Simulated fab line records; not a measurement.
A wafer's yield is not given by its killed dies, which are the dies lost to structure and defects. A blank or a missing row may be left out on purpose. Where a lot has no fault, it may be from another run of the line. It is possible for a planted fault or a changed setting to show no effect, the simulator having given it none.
8D (eight disciplines) problem report, filled in by code | flow nandHarc | the parts of the form that need people (team, actions taken, sign-off) are left out

== 1. WHAT IS WRONG ==
Mean of thkNm at NHARC_A_ONON_D1_THK_MEAS_24: 674 nm across 2 wafers in 2 lots; on wafers with no fault it is 999 nm (standard deviation 10). That is -32 standard deviations from the usual mean.
The step: measures by ellipsometry.
The first sign was on wafer L296.6 at day 11 11:51, on filmMetro-01. At this step, 40 wafers from 14 lots have a number in the record. By rule, "out" or "out of limits" means more than 4 standard deviations away from the usual mean. The rest of the wafers with a number are treated as sound.

== 2. WHAT IT IS, AND WHAT IT ISN'T ==
question                    | is                | is not
which readings at this step | thkNm             | -
which lots                  | L296, L300        | L286, L287, L288, L289, L290, L292, L294, L302, L305, L306, L307, L308
which wafers of those lots  | L296.6, L300.6    | L296.3, L300.1
read on which gauges        | filmMetro-01      | filmMetro-02
when                        | from day 11 11:51 | up to then (22 sound wafers); but 16 sound wafers of L300, L302, L305, L306, L307, L308 came after

== 3. THE SUSPECTS, EACH WITH WHAT RULES IT OUT ==
Counting: a tool at a process step up to the reading stays a suspect if it ran every lot that is out. Sound lots after the first of them don't rule it out here, since some wafers of a struck lot are sound.
- the gauge at NHARC_A_ONON_D1_THK_MEAS_24: ruled out. All the wafers that are out were read on filmMetro-01, but those of them that NHARC_END_SORT_01 has rows for are out there too, on other tools.
- pvdSputter-03 at NHARC_P_BONDPAD_PVD_27 (deposits Cu, target thk 30 nm, time 20.49 s): kept. It processed each lot that is out (first: L296, day 10 00:52); up to then, its last sound lot is L290 (day 7 21:34). NHARC_P_BONDPAD_PVD_27 gives no start for some lots, so the hours and the order of its lots are those of NHARC_A_ZERO_WELL_CD_MEAS_10.
- pecvdOnon-02 at NHARC_A_ONON_D1_DEP_22 (target thk 1000 nm): kept. It processed each lot that is out (first: L296, day 11 11:27); up to then, its last sound lot is L292 (day 10 00:14).
Remaining after the count are pvdSputter-03 at NHARC_P_BONDPAD_PVD_27 and pecvdOnon-02 at NHARC_A_ONON_D1_DEP_22.

== 4. THE CAUSE (what the simulator had put in) ==
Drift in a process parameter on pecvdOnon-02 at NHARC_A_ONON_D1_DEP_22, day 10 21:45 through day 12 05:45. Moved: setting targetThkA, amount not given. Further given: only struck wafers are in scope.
This tool is one of the 2 suspects left after counting.

== 5. SEQUENCE OF EFFECTS, ordered by route ==
One row per reading whose mean, taken over the struck wafers that have a number, lies over 3 standard deviations from the usual. Scope: only readings with a usual standard deviation given in the record; hours: median across lots of the time from each lot's start at the first step in this table that gives one to its start at this step; sigmas: change in usual standard deviations.
hours | step                        | reading       | usual  | on struck wafers | change | sigmas
0     | NHARC_A_ONON_D1_THK_MEAS_24 | thkNm         | 999 nm | 674              | -324   | -32
273   | NHARC_END_SORT_01           | killedAtArray | 25     | 675              | +650   | +71
273   | NHARC_END_SORT_01           | killedDies    | 30     | 677              | +647   | +67

== 6. HOW IT WOULD HAVE BEEN CAUGHT EARLIER ==
In this record the first reading out of limits at a measuring or inspecting step was taken at day 11 11:51, 14 hours after the fault began at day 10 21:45.
L300, from the lots that are out (2), started NHARC_A_ONON_D1_DEP_22 on pecvdOnon-02 later than day 11 11:51. A tool hold placed at that time would have kept it from harm.
